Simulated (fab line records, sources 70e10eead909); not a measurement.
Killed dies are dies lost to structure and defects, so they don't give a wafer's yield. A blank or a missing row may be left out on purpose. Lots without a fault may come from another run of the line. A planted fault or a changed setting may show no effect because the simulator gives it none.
Chamber matching | flow nand_harc | NHARC_A_CONTACT_ETCH_48 on rie_diel-03: 4 sister chambers
The step etches the open film in CF4, target depth 39 nm, time 65 s. 4 wafers are shown with their chamber, then 8 later ones without.

WAFERS WITH THEIR CHAMBER
wafer  | chamber | showerhead_plenum_p_Torr (Torr)
L210.5 | 1       | 1.79
L213.3 | 0       | 1.64
L212.4 | 3       | 1.64
L221.4 | 2       | 1.78

WAFERS WITHOUT THEIR CHAMBER
wafer  | showerhead_plenum_p_Torr (Torr)
L221.5 | 1.91
L221.6 | 1.64
L222.2 | 1.78
L222.3 | 1.90
L222.6 | 1.78
L223.3 | 1.78
L223.4 | 1.64
L223.5 | 1.78

WHICH CHAMBER EACH WENT THROUGH
wafer  | from the rows above     | in truth
L221.5 | can't be placed: 1 or 2 | 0
L221.6 | can't be placed: 0 or 3 | 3
L222.2 | can't be placed: 2 or 1 | 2
L222.3 | can't be placed: 1 or 2 | 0
L222.6 | can't be placed: 2 or 1 | 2
L223.3 | can't be placed: 2 or 1 | 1
L223.4 | can't be placed: 0 or 3 | 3
L223.5 | can't be placed: 2 or 1 | 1
Placed correctly: 0 of 8. Can't be placed from these rows: 8 (the true chamber is among the candidates in 6). Placed wrongly: 0.
How it was worked out, from the rows above alone: a wafer's distance from a chamber is the root of the sum, over the readings, of the square of ((its reading less the chamber's mean) divided by the reading's scatter). The wafer belongs to the nearest chamber; if the next one is less than 2 further off, it can't be placed. A chamber's mean is the mean of its shown wafers. The scatter: with one shown wafer a chamber, the root of the mean of the squares of how far each hidden wafer lies from its nearest shown one.
